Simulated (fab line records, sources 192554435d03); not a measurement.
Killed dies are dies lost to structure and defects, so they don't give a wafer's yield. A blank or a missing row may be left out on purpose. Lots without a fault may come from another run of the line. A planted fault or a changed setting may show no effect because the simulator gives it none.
Chamber matching | flow n5_finfet | N5_BEOL_M9_CURE_71 on uv_cure-03: 3 sister chambers
The step cures SiCOH lowk, time 240 s. 6 wafers are shown with their chamber, then 12 later ones without.

WAFERS WITH THEIR CHAMBER
wafer  | chamber | wafer_temp_C_max | lamp_power_pct (%)
L081.4 | 1       | 387.1            | 52.35
L081.5 | 1       | 386.3            | 52.31
L082.3 | 0       | 386.5            | 52.35
L082.4 | 0       | 387.0            | 52.31
L088.5 | 2       | 387.7            | 52.38
L088.6 | 2       | 387.2            | 52.35

WAFERS WITHOUT THEIR CHAMBER
wafer  | wafer_temp_C_max | lamp_power_pct (%)
L090.2 | 386.4            | 52.32
L090.5 | 386.6            | 52.31
L090.6 | 386.8            | 52.29
L093.1 | 387.3            | 52.33
L093.2 | 387.2            | 52.19
L093.6 | 386.7            | 52.25
L093.3 | 387.1            | 52.37
L093.4 | 386.6            | 52.33
L093.5 | 386.7            | 52.27
L094.2 | 386.4            | 52.28
L094.3 | 386.3            | 52.22
L094.5 | 386.4            | 52.31

WHICH CHAMBER EACH WENT THROUGH
wafer  | from the rows above          | in truth
L090.2 | can't be placed: 1 or 0      | 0
L090.5 | can't be placed: 1 or 0      | 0
L090.6 | can't be placed: 0 or 1 or 2 | 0
L093.1 | can't be placed: 0 or 1 or 2 | 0
L093.2 | can't be placed: 0 or 1 or 2 | 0
L093.6 | can't be placed: 1 or 0 or 2 | 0
L093.3 | can't be placed: 2 or 0 or 1 | 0
L093.4 | can't be placed: 1 or 0      | 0
L093.5 | can't be placed: 1 or 0 or 2 | 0
L094.2 | can't be placed: 1 or 0      | 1
L094.3 | can't be placed: 1 or 0 or 2 | 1
L094.5 | can't be placed: 1 or 0      | 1
Placed correctly: 0 of 12. Can't be placed from these rows: 12 (the true chamber is among the candidates in 12). Placed wrongly: 0.
How it was worked out, from the rows above alone: a wafer's distance from a chamber is the root of the sum, over the readings, of the square of ((its reading less the chamber's mean) divided by the reading's scatter). The wafer belongs to the nearest chamber; if the next one is less than 2 further off, it can't be placed. A chamber's mean is the mean of its shown wafers. The scatter: the root of (the sum of the squares of (reading less its chamber's mean) over the shown wafers, divided by (wafers less chambers)).
